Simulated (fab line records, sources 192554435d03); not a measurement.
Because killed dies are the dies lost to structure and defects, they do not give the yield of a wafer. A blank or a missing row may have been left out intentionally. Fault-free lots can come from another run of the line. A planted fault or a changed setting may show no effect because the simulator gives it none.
A lot that was struck, set against a sound lot / flow n5-finfet / 22 steps out of a route of 1938
Sound: wafers L306.3, L306.5, L306.6. Struck: wafers L315.1, L315.2, L315.4. At the end, the cause is stated.
Order at every step that has rows: each side's tool, ch and its chambers, its first start. Under that, the readings that differ: sound wafers / struck wafers / difference of the means / sigmas: that difference in standard deviations of wafers without a fault.
alike: same words and numbers on both sides, and readings whose means sit less than 2 such deviations apart. not compared: any withheld reading, any reading some wafer has no value for, any bound like >300 that may hide the same value, and any number with overlapping values for which the record gives no deviation.
A row with sigmas, a row that says differs or no value, or rows on one side alone: a step with any of these is where the two part. When numbers do not overlap yet have no deviation, they are printed without sigmas and do not part them. A reading missing from all wafers of one side parts the sides only when that side holds two or more wafers.

first, 1 step without rows for these wafers: N5_BEOL_M1_ANNEAL_87 (time 240 s).
N5_BEOL_M1_SPUTTER_88: material Cu, target thk 4.5 nm, time 8.29 s.
  struck on pvd-sputter-03, day 11 00:43; sound on pvd-sputter-03, day 8 12:00
  alike: throttle-valve-pct
then, 4 steps without rows for these wafers: N5_BEOL_M1_ANNEAL_89 (time 240 s); N5_BEOL_M1_SPUTTER_90 (material Cu, target thk 4.5 nm, time 8.29 s); N5_BEOL_M1_ANNEAL_91 (time 240 s); N5_BEOL_M1_SPUTTER_92 (material Cu, target thk 4.5 nm, time 8.29 s).
N5_BEOL_M1_ANNEAL_93: time 240 s.
  struck on pvd-sputter-03, day 11 01:14; sound on pvd-sputter-03, day 8 12:31
  alike: heater-power-w
N5_BEOL_M1_SPUTTER_94: material Cu, target thk 4.5 nm, time 8.29 s.
  struck on pvd-sputter-03, day 11 01:22; sound on pvd-sputter-03, day 8 12:40
  alike: throttle-valve-pct
then, 1 step without rows for these wafers: N5_BEOL_M1_ANNEAL_95 (time 240 s).
N5_BEOL_M1_SPUTTER_96: material Cu, target thk 4.5 nm, time 8.29 s.
  struck on pvd-sputter-03, day 11 01:35; sound on pvd-sputter-03, day 8 12:53
  alike: throttle-valve-pct
then, 1 step without rows for these wafers: N5_BEOL_M1_ECD_50 (material Cu, target thk 300 nm).
N5_BEOL_M1_ANNEAL_51: time 90 s.
  sound on rtp-anneal-01 ch 0, day 8 13:14; struck on rtp-anneal-02 ch 0, day 11 01:47
  alike: wafer_temp_C_max
N5_BEOL_M1_CMP_52: polishes, stops on SiOC, t overpolish 6.8 s, target thk 40 nm.
  sound on cmp-02 ch 0,3, day 8 13:26; struck on cmp-03 ch 1,2,3, day 11 02:08
  no value came back on the struck wafers for any of 6 readings (barrier-field-endpoint-s (s), clearing-platen-down-force-psi (psi) and others); on the sound wafers barrier-field-endpoint-s (s) reads 23.9 24.3 24.6
reading=model.Cu_of_BEOL_M1_ECD_50.thk-nm (nm); sound=40.6 38.8 40; struck=299.6 304.4 299.6; difference=+261.4; sigmas=
reading=model.SiO2_of_BEOL_M1_PECVD_72.thk-nm (nm); sound=0 0 0; struck=15.6 15.8 16; difference=+15.8; sigmas=
N5_BEOL_M1_THK_MEAS_53: measures by xrf.
  struck on film-metro-01, day 11 02:23; sound on film-metro-01, day 8 13:44
reading=M1_THK (nm); sound=40.3 38.5 39.8; struck=297.9 302.1 298.6; difference=+260.0; sigmas=+99 or more
then, 4 steps without rows for these wafers: N5_BEOL_M1_PRE_CLEAN_60 (time 15 s); N5_BEOL_M1_CO_CAP_55 (material Co, precursor CCTBA/H2, target thk 2 nm, time 102.1 s); N5_BEOL_M1_PRE_CLEAN_56 (time 15 s); N5_BEOL_M1_DEP_57 (deposits SiCN from 3MS/NH3, target thk 8 nm, time 14 s).
N5_BEOL_M1_RS_MEAS_58: the measuring method here is four-point-probe.
  struck on film-metro-02, day 11 02:48; sound on film-metro-02, day 8 14:03
reading=M1_RS (ohm/sq); sound=0.66 0.69 0.67; struck=0.06 0.06 0.06; difference=-0.61; sigmas=-15
N5_BEOL_M1_INSPECT_59: inspects for defects (darkfield).
  struck on defect-inspect-02, day 11 02:50; sound on defect-inspect-02, day 8 14:04
reading=raw-defect-count; sound=84 52 64; struck=1631 1605 1732; difference=+1589; sigmas=+72
N5_BEOL_M4_RC_MEAS_101:
  the record has rows for the sound wafers here (prober-01 ch 0, day 10 04:08) and none for the struck ones
-- a jump in the record: the struck wafers' starts before and after are 6 days apart (it breaks off in module BEOL_M4 and resumes in module PASSIVATION, where the first step shown is number 1936 of the route) --
N5_PASSIVATION_PROBE_49:
  only the struck wafers here have rows in the record (prober-02, day 17 10:16); the sound ones have none

## WHERE THEY PART
Last at N5_PASSIVATION_PROBE_49 as far as this record goes, first at N5_BEOL_M1_CMP_52.

WHY: what the simulator had put in
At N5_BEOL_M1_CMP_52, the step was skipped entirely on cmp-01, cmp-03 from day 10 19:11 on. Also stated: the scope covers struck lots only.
